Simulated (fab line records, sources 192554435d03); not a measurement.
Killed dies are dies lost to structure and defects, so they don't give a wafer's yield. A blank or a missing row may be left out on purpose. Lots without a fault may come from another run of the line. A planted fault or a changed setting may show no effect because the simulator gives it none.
Chamber matching | flow n5_finfet | N5_FIN_CUT_CUT_ETCH_26 on rie_diel-01: 4 sister chambers
The step etches SiNx in CH3F/O2, target depth 39 nm, time 55.7 s. 8 wafers are shown with their chamber, then 7 later ones without.

WAFERS WITH THEIR CHAMBER
wafer  | chamber | showerhead_plenum_p_Torr (Torr) | throttle_valve_pct (%)
L283.4 | 3       | 2.02                            | 16.58
L284.4 | 1       | 2.07                            | 16.73
L289.3 | 1       | 2.07                            | 16.76
L290.1 | 0       | 2.00                            | 16.63
L290.3 | 2       | 2.09                            | 16.44
L290.6 | 2       | 2.09                            | 16.45
L291.1 | 0       | 2.00                            | 16.66
L291.2 | 3       | 2.01                            | 16.61

WAFERS WITHOUT THEIR CHAMBER
wafer  | showerhead_plenum_p_Torr (Torr) | throttle_valve_pct (%)
L291.5 | 2.07                            | 16.80
L302.3 | 2.06                            | 16.80
L302.5 | 2.08                            | 16.49
L302.6 | 2.06                            | 16.82
L304.2 | 2.01                            | 16.67
L304.4 | 1.99                            | 16.69
L304.5 | 2.01                            | 16.68

WHICH CHAMBER EACH WENT THROUGH
wafer  | from the rows above     | in truth
L291.5 | 1                       | 1
L302.3 | 1                       | 1
L302.5 | 2                       | 2
L302.6 | 1                       | 1
L304.2 | can't be placed: 0 or 3 | 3
L304.4 | 0                       | 0
L304.5 | can't be placed: 0 or 3 | 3
Placed correctly: 5 of 7. Can't be placed from these rows: 2 (the true chamber is among the candidates in 2). Placed wrongly: 0.
How it was worked out, from the rows above alone: a wafer's distance from a chamber is the root of the sum, over the readings, of the square of ((its reading less the chamber's mean) divided by the reading's scatter). The wafer belongs to the nearest chamber; if the next one is less than 2 further off, it can't be placed. A chamber's mean is the mean of its shown wafers. The scatter: the root of (the sum of the squares of (reading less its chamber's mean) over the shown wafers, divided by (wafers less chambers)).
